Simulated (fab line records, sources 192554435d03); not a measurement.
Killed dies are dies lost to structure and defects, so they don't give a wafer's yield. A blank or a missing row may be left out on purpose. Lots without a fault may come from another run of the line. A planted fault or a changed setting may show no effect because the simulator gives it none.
Chamber matching | flow n5_finfet | N5_BEOL_M1_CO_CAP_55 on cvd_co-02: 3 sister chambers
The step material Co, precursor CCTBA/H2, target thk 2 nm, time 102.1 s. 30 wafers are shown with their chamber, then 12 later ones without.

WAFERS WITH THEIR CHAMBER
wafer  | chamber | heater_power_w (W)
L074.2 | 1       | 285
L074.3 | 0       | 267
L074.5 | 0       | 262
L075.3 | 0       | 274
L075.4 | 0       | 265
L075.6 | 2       | 210
L079.1 | 0       | 265
L079.2 | 2       | 219
L079.3 | 1       | 275
L083.1 | 1       | 279
L083.2 | 2       | 215
L083.5 | 1       | 281
L082.1 | 2       | 215
L082.2 | 0       | 267
L082.5 | 2       | 216
L084.2 | 0       | 269
L084.4 | 1       | 281
L084.6 | 2       | 214
L088.1 | 0       | 275
L088.2 | 2       | 213
L088.4 | 0       | 262
L086.1 | 1       | 278
L086.2 | 0       | 268
L086.4 | 2       | 207
L087.4 | 1       | 275
L087.5 | 2       | 215
L087.6 | 0       | 272
L089.1 | 2       | 210
L089.3 | 0       | 270
L089.5 | 2       | 213

SIGNATURES (means of the wafers above)
reading        | chamber 0 | chamber 1 | chamber 2 | scatter within a chamber
heater_power_w | 268.00    | 279.14    | 213.36    | 3.78
Rule: a wafer's distance from a chamber is the root of the sum, over the readings, of the square of ((its reading less the chamber's mean) divided by the reading's scatter). The wafer belongs to the nearest chamber; if the next one is less than 2 further off, it can't be placed. The scatter: the root of (the sum of the squares of (reading less its chamber's mean) over the shown wafers, divided by (wafers less chambers)).

WAFERS WITHOUT THEIR CHAMBER
wafer  | heater_power_w (W)
L091.1 | 221
L091.3 | 279
L091.6 | 215
L093.1 | 268
L093.3 | 216
L093.5 | 282
L095.1 | 286
L095.5 | 276
L095.6 | 214
L097.1 | 286
L097.3 | 272
L097.5 | 259

WHICH CHAMBER EACH WENT THROUGH
wafer  | from the rows above     | in truth
L091.1 | 2                       | 2
L091.3 | 1                       | 1
L091.6 | 2                       | 2
L093.1 | 0                       | 0
L093.3 | 2                       | 2
L093.5 | 1                       | 1
L095.1 | 1                       | 1
L095.5 | can't be placed: 1 or 0 | 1
L095.6 | 2                       | 2
L097.1 | 1                       | 1
L097.3 | can't be placed: 0 or 1 | 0
L097.5 | 0                       | 0
Placed correctly: 10 of 12. Can't be placed from these rows: 2 (the true chamber is among the candidates in 2). Placed wrongly: 0.
